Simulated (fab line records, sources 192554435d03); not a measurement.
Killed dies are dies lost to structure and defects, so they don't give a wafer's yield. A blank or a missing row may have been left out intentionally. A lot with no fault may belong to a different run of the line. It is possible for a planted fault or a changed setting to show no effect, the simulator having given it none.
fab line records	flow n5Finfet
record lots=5	wafers=15	lastDay=17
route steps=1938 shown BEOL_M9@1428 PASSIVATION@1936
lots that met no fault: from a run of the same line without faults
startH: the number of hours between the record's first day and the start of the first shown wafer of the lot	waitH: hours elapsed since this lot's preceding step	" identical to the entry in the row above	L1.1+2: a single row standing in for several wafers	- no value present, or no start provided	* or withheld: withheld	< > ~ a bound
route shown NAME@n: a module of which the file shows steps, and the number in the route of the first	usual: mean/standard deviation of fault-free wafers	same: alike in all rows	chamber/n: place in a boat	sites: readings site by site	_std_site: how widely they spread, as a standard deviation	_edge_site: outer sites' mean less inner sites'	radiusMm: how far each site lies from the wafer's centre	mask NAME#n: copy n	behind: the most recent tool/chamber to have shaped the wafer	hold: why the lot was held/for how many hours/how that ended	device: the transistor (n, p or np) that didn't switch	end of line: tests of these same wafers at the route's end	step lacking rows: just its recipe	killed: at the first sort, the dies lost to defects and structure; wafer yield is something else	map: shows each die of a wafer: x if killed, . if not, _ if none is there
set.NAME: the setting as run; set.NAME@STEP: as run at that earlier step	model.NAME: the simulator's own value behind a step, which no gauge read
lots at some steps of the route; a table a step, a row a wafer
services: the hour from which a tool's chamber was out of use, counted from the record's first day as startH (under 0 if before that day), plus the number of hours and why
## steps
# step N5_BEOL_M9_COAT_22
# recipe resist=CAR-EUV	spinRpm=1500	resistThkNm=30
# step N5_BEOL_M9_EBR_24
# recipe solvent=PGMEA	ebrWidthMm=1.5
# step N5_BEOL_M9_SOFTBAKE_23
# recipe tempC=110	timeS=60	resist=CAR-EUV
# step N5_BEOL_M9_EXPOSE_25
# recipe maskId=V8	na=0.33	sourceShape=annular	sigmaInner=0.4	sigmaOuter=0.8	polarization=unpolarized	doseMj=37.25
# step N5_BEOL_M9_PEB_26
# recipe pebTempC=100	pebTimeS=60	resist=CAR-EUV
# step N5_BEOL_M9_DEVELOP_27
# recipe developTimeS=30	developer=TMAH	resist=CAR-EUV	rinseLiquid=surfactantRinse	dry=airSpin	devTempC=23
# step N5_BEOL_M9_CD_MEAS_28
# recipe targetCdNm=70	landingEnergyEv=500	detector=seInlens	polarity=opening
# usual cdNm=70.06/0.26
lot.wafer	tool	chamber	startH	waitH	cdNm
L563.3	cdSem-01	0	224.52	-	70.00
L563.5	"	0	"	"	70.32
L563.6	"	0	"	"	69.54
L566.1	cdSem-03	0	239.59	-	69.96
L566.3	"	0	"	"	70.37
L566.6	"	0	"	"	69.93
L568.4	cdSem-02	0	265.07	-	70.24
L568.5	"	0	"	"	70.02
L568.6	"	0	"	"	70.16
L581.3	cdSem-02	0	341.72	-	70.56
L581.4	"	0	"	"	70.26
L581.5	"	0	"	"	70.11
L582.2	cdSem-01	0	345.59	-	69.98
L582.4	"	0	"	"	70.18
L582.6	"	0	"	"	69.67
# step N5_BEOL_M9_OVL_MEAS_29
# recipe pointsPerWafer=522
# usual V8_OVL=0.0/0.7
# same pointsPerWafer=522
lot.wafer	tool	chamber	startH	waitH	V8_OVL[nm]
L563.3	overlay-02	0	224.56	0.0	-0.3
L563.5	"	0	"	"	-1.4
L563.6	"	0	"	"	-0.5
L566.1	overlay-01	0	239.62	0.0	0.7
L566.3	"	0	"	"	0.9
L566.6	"	0	"	"	-0.1
L568.4	overlay-02	0	265.11	0.0	-0.8
L568.5	"	0	"	"	0.1
L568.6	"	0	"	"	-2.5
L581.3	overlay-01	0	341.76	0.0	-0.3
L581.4	"	0	"	"	-0.5
L581.5	"	0	"	"	-1.6
L582.2	overlay-01	0	345.62	0.0	0.0
L582.4	"	0	"	"	0.5
L582.6	"	0	"	"	0.9
# step N5_BEOL_M9_INSPECT_30
# recipe mode=adi	inspectInstrument=brightfield
# usual rawDefectCount=422/94
lot.wafer	tool	chamber	startH	waitH	rawDefectCount
L563.3	defectInspect-01	-	224.61	0.0	372
L563.5	"	-	"	"	330
L563.6	"	-	"	"	357
L566.1	defectInspect-02	-	239.68	0.1	343
L566.3	"	-	"	"	289
L566.6	"	-	"	"	370
L568.4	defectInspect-02	-	265.16	0.0	495
L568.5	"	-	"	"	447
L568.6	"	-	"	"	574
L581.3	defectInspect-01	-	341.81	0.0	410
L581.4	"	-	"	"	382
L581.5	"	-	"	"	380
L582.2	defectInspect-02	-	345.68	0.0	693
L582.4	"	-	"	"	540
L582.6	"	-	"	"	523
# step N5_BEOL_M9_DESCUM_33
# recipe chemistry=O2	timeS=7	sourcePowerW=50	biasPowerW=20	pressureMtorr=20	rfFrequencyHz=2.712e+07	tempC=40	resist=CAR-EUV	o2FlowSccm=225
# usual drypumpMotorCurrentA=5.8/0.4	oesProductAu=0.76/0.085	rfVppV=243.0/1.3	showerheadPlenumPTorr=2.09/0.062	tempC=39.99/0.11	throttleValvePct=20.47/0.25
# same timeS=7
lot.wafer	tool	chamber	startH	waitH	drypumpMotorCurrentA	oesProductAu	rfHoursCounterH	rfVppV	showerheadPlenumPTorr	tempC	throttleValvePct
L563.3	rieDiel-05	3	224.64	0.0	6.1	0.78	111	242.8	2.03	40.15	20.48
L563.5	"	3	"	"	6.2	0.77	-	241.6	2.03	40.08	20.49
L563.6	"	0	"	"	6.1	0.82	-	243.1	2.12	39.86	20.58
L566.1	rieDiel-02	0	239.88	0.2	5.8	0.74	225	244.1	2.07	40.13	20.66
L566.3	"	1	"	"	6.0	0.76	131	240.6	2.02	40.03	20.82
L566.6	"	2	"	"	6.3	0.72	-	243.9	2.17	40.03	20.62
L568.4	rieDiel-02	0	265.37	0.2	5.8	0.73	233	243.4	2.07	40.10	20.66
L568.5	"	3	"	"	5.8	0.69	-	241.9	2.05	39.81	20.21
L568.6	"	2	"	"	6.3	0.71	-	245.1	2.17	39.98	20.64
L581.3	rieDiel-05	1	341.84	0.0	6.3	0.92	14	242.4	2.15	39.92	20.02
L581.4	"	2	"	"	5.3	0.67	240	244.3	2.15	40.03	20.37
L581.5	"	1	"	"	6.3	0.92	-	242.9	2.15	39.92	20.02
L582.2	rieDiel-05	3	346.52	0.8	6.2	0.74	153	241.5	2.02	39.92	20.56
L582.4	"	2	"	"	5.3	0.67	242	243.2	2.15	39.93	20.39
L582.6	"	2	"	"	5.4	0.67	-	244.6	2.15	40.01	20.38
# step N5_BEOL_M9_ETCH_76
# recipe chemistry=N2/H2	target=underlayer	targetDepthA=65	maskMaterial=CAR-EUV	timeS=5.2	ionEnergyEv=200	pressureMtorr=30	sourceW=840	biasW=150	n2FlowSccm=200	h2FlowSccm=200	ends=cleared
# usual drypumpMotorCurrentA=5.8/0.4	etchRfOnTimeS=5.21/0.1	oesProductAu=0.65/0.072	rfVppV=523.4/2.4	showerheadPlenumPTorr=2.53/0.077	throttleValvePct=17.87/0.27
lot.wafer	tool	chamber	startH	waitH	drypumpMotorCurrentA	etchRfOnTimeS	oesProductAu	rfHoursCounterH	rfVppV	showerheadPlenumPTorr	throttleValvePct
L563.3	rieDiel-05	3	224.68	0.0	6.1	5.07	0.66	111	520.8	2.43	17.62
L563.5	"	3	"	"	6.2	5.09	0.66	-	522.1	2.43	17.62
L563.6	"	0	"	"	6.1	5.02	0.70	-	527.4	2.56	17.98
L566.1	rieDiel-02	0	239.92	0.0	5.8	5.24	0.62	225	523.5	2.51	18.05
L566.3	"	1	"	"	6.0	5.18	0.64	131	521.2	2.45	18.26
L566.6	"	2	"	"	6.3	5.21	0.60	-	525.4	2.63	18.01
L568.4	rieDiel-02	0	265.41	0.0	5.8	5.29	0.61	233	523.0	2.50	18.11
L568.5	"	3	"	"	5.9	5.26	0.59	-	522.8	2.50	17.81
L568.6	"	2	"	"	6.2	5.22	0.61	-	527.7	2.63	18.04
L581.3	rieDiel-05	1	341.87	0.0	6.3	5.12	0.78	14	524.2	2.61	17.40
L581.4	"	2	"	"	5.4	5.30	0.57	240	524.8	2.63	17.89
L581.5	"	1	"	"	6.3	5.11	0.79	-	526.3	2.61	17.46
L582.2	rieDiel-05	3	346.55	0.0	6.1	5.11	0.65	153	520.7	2.42	17.67
L582.4	"	2	"	"	5.3	5.31	0.58	242	526.7	2.63	17.90
L582.6	"	2	"	"	5.3	5.35	0.58	-	526.9	2.63	17.90
# step N5_BEOL_M9_ETCH_65
# recipe chemistry=CF4	target=SiARC	targetDepthA=156	maskMaterial=CAR-EUV	timeS=26	ionEnergyEv=80	pressureMtorr=40	sourceW=545	biasW=36	Ar_flow_sccm=100	cf4FlowSccm=100	ends=cleared
# usual drypumpMotorCurrentA=5.8/0.4	etchRfOnTimeS=26.1/0.5	oesProductAu=0.65/0.073	rfVppV=184.0/1.1	showerheadPlenumPTorr=2.13/0.057	throttleValvePct=15.68/0.25
lot.wafer	tool	chamber	startH	waitH	drypumpMotorCurrentA	etchRfOnTimeS	oesProductAu	rfHoursCounterH	rfVppV	showerheadPlenumPTorr	throttleValvePct
L563.3	rieDiel-05	3	224.69	0.0	6.1	26.1	0.67	111	181.7	2.08	15.68
L563.5	"	3	"	"	6.1	25.9	0.67	-	183.8	2.08	15.66
L563.6	"	0	"	"	6.1	25.9	0.70	-	183.6	2.17	15.78
L566.1	rieDiel-02	0	239.94	0.0	5.8	26.3	0.61	225	183.1	2.11	15.87
L566.3	"	1	"	"	6.0	25.9	0.65	131	184.3	2.06	15.92
L566.6	"	2	"	"	6.2	26.1	0.60	-	185.7	2.21	15.78
L568.4	rieDiel-02	0	265.43	0.0	5.8	26.6	0.60	233	184.2	2.11	15.87
L568.5	"	3	"	"	5.9	26.3	0.60	-	183.6	2.11	15.57
L568.6	"	2	"	"	6.2	26.3	0.60	-	185.8	2.21	15.79
L581.3	rieDiel-05	1	341.89	0.0	6.3	25.9	0.79	14	185.3	2.20	15.24
L581.4	"	2	"	"	5.3	26.8	0.58	240	185.2	2.19	15.65
L581.5	"	1	"	"	6.3	25.7	0.79	-	184.1	2.20	15.23
L582.2	rieDiel-05	3	346.57	0.0	6.1	25.6	0.64	153	182.1	2.07	15.76
L582.4	"	2	"	"	5.3	26.3	0.58	242	184.3	2.19	15.61
L582.6	"	2	"	"	5.3	26.6	0.58	-	185.2	2.19	15.62
# step N5_BEOL_M9_ETCH_66
# recipe chemistry=N2/H2	target=SOC	targetDepthA=800	overetchA=160	maskMaterial=SiARC	tempC=40	timeS=120	ionEnergyEv=200	pressureMtorr=30	sourceW=840	biasW=150	n2FlowSccm=200	h2FlowSccm=200
# usual drypumpMotorCurrentA=5.8/0.4	oesProductAu=0.58/0.061	rfVppV=523.5/2.2	showerheadPlenumPTorr=2.53/0.077	tempC=39.99/0.11	throttleValvePct=17.82/0.27
# same timeS=120
lot.wafer	tool	chamber	startH	waitH	drypumpMotorCurrentA	oesProductAu	rfHoursCounterH	rfVppV	showerheadPlenumPTorr	tempC	throttleValvePct	model.SiARC_of_BEOL_M9_COAT_64.thkNm
L563.3	rieDiel-05	3	224.72	0.0	6.1	0.59	111	520.8	2.43	39.97	17.57	6.4
L563.5	"	3	"	"	6.1	0.60	-	520.7	2.43	39.81	17.56	6.4
L563.6	"	0	"	"	6.1	0.64	-	524.9	2.56	40.08	17.92	6.4
L566.1	rieDiel-02	0	239.96	0.0	5.8	0.56	225	521.9	2.51	40.00	18.02	6.4
L566.3	"	1	"	"	6.0	0.58	131	520.7	2.45	40.00	18.22	6.4
L566.6	"	2	"	"	6.3	0.55	-	526.6	2.63	40.11	17.96	6.4
L568.4	rieDiel-02	0	265.45	0.0	5.8	0.55	233	523.5	2.50	39.99	18.04	7.4
L568.5	"	3	"	"	5.9	0.53	-	522.1	2.50	39.93	17.78	7.4
L568.6	"	2	"	"	6.3	0.54	-	526.6	2.63	40.10	17.97	7.4
L581.3	rieDiel-05	1	341.92	0.0	6.3	0.70	14	525.4	2.61	39.79	17.38	6.6
L581.4	"	2	"	"	5.3	0.52	240	528.1	2.63	39.99	17.86	6.6
L581.5	"	1	"	"	6.3	0.70	-	524.8	2.61	39.87	17.39	6.6
L582.2	rieDiel-05	3	346.60	0.0	6.1	0.57	153	518.3	2.42	39.89	17.63	6.4
L582.4	"	2	"	"	5.3	0.52	242	525.0	2.63	39.90	17.85	6.6
L582.6	"	2	"	"	5.3	0.52	-	525.0	2.63	39.94	17.86	6.8
# step N5_BEOL_M9_STRIP_69
# recipe chemistry=N2/H2	tempC=40	n2FlowSccm=200	h2FlowSccm=200	rfFrequencyHz=6e+07
# step N5_PASSIVATION_PROBE_49
# usual defectLimitedYield=91.3/1.5	killed_at_M0_to_M3=34/9.4	killed_at_M4_up=13/5.3	killedAtContacts=13/5.7	killedAtFrontEnd=40/10	killedAtOther=3.7/2.8	killedDies=103/17	killedOpen=67/13	killedShort=35/8.5	sort_bin_5_function=5.0/0.98	sort_bin_6_memory=3.3/0.7	sortNPass=1077/17	sortYieldPct=91.3/1.5
# same grossDies=1180	killedAtBackSide=0	sort_bin_4_leakage[%]=0	sort_bin_8_speed[%]=0
lot.wafer	tool	chamber	startH	waitH	defectLimitedYield[%]	killed_at_M0_to_M3	killed_at_M4_up	killedAtContacts	killedAtFrontEnd	killedAtOther	killedDies	killedOpen	killedShort	sort_bin_5_function[%]	sort_bin_6_memory[%]	sortNPass	sortYieldPct[%]
L566.1	prober-02	-	303.54	0.0	90.8	35	25	5	41	3	109	75	34	5.8	3.1	1071	90.8
L566.3	prober-02	-	303.64	0.1	88.6	53	12	5	62	3	135	89	46	6.1	4.9	1045	88.6
L566.6	prober-02	-	303.79	0.3	89.1	57	12	4	52	4	129	83	44	6.1	4.2	1051	89.1
# killed by level:class
L566.1 STI_FIN_REVEAL:geometricParticle:open=14 BEOL_M4:geometricParticle:open=13 BEOL_M0_SAQP:geometricParticle:open=10 BEOL_M0_SAQP:geometricParticle:short=8 BEOL_M3:geometricParticle:open=7 GATE_CUT:geometricParticle:open=6 BEOL_M2:geometricParticle:open=5 FIN_SAQP:geometricParticle:short=4
L566.3 BEOL_M0_SAQP:geometricParticle:short=14 BEOL_M1:geometricParticle:open=14 BEOL_M0_SAQP:geometricParticle:open=13 FIN_SAQP:geometricParticle:open=11 DUMMY_GATE:geometricParticle:open=8 BEOL_M2:geometricParticle:open=8 GATE_CUT:geometricParticle:short=7 FIN_SAQP:geometricParticle:short=6
L566.6 BEOL_M0_SAQP:geometricParticle:open=18 BEOL_M0_SAQP:geometricParticle:short=13 STI_FIN_REVEAL:geometricParticle:open=13 BEOL_M3:geometricParticle:open=11 DUMMY_GATE:geometricParticle:open=6 GATE_CUT:geometricParticle:short=6 BEOL_M1:geometricParticle:open=6 BEOL_M4:geometricParticle:open=6
## services
tool	chamber	startH	hours	kind
rieDiel-05	3	265.18	6.2	repair
rieDiel-02	3	267.81	-	clean
rieDiel-02	3	267.81	-	consumableReplace:focusRing
rieDiel-02	3	267.81	36.6	scheduledDown
rieDiel-02	3	267.81	36.6	ventCycle
rieDiel-05	1	271.34	-	clean
rieDiel-05	1	271.34	-	consumableReplace:focusRing
rieDiel-05	1	271.34	21.2	scheduledDown
rieDiel-05	1	271.34	21.2	ventCycle
rieDiel-02	0	279.54	8.0	repair
rieDiel-02	0	289.38	4.3	repair
rieDiel-02	0	316.61	4.1	repair
rieDiel-02	2	319.89	2.5	repair
rieDiel-02	3	323.57	29.4	repair
rieDiel-02	1	326.74	3.5	repair
## key
firstSign none at tools or gauges
modelEffect step=N5_BEOL_M9_ETCH_66	value=SiARC_of_BEOL_M9_COAT_64.thkNm	without=6.6	struck=7.4
metAt N5_BEOL_M9_ETCH_66
struckWafers L568.4,L568.5,L568.6
onsetBetween 239.96 265.45
alsoFits N5_BEOL_M9_DESCUM_33:rieDiel-02,N5_BEOL_M9_ETCH_76:rieDiel-02,N5_BEOL_M9_ETCH_65:rieDiel-02
fault kind=processParameterDrift	tool=rieDiel-02	chamber=-	onsetH=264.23	steps=N5_BEOL_M9_ETCH_66	channel=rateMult	offset=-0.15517	shape=step
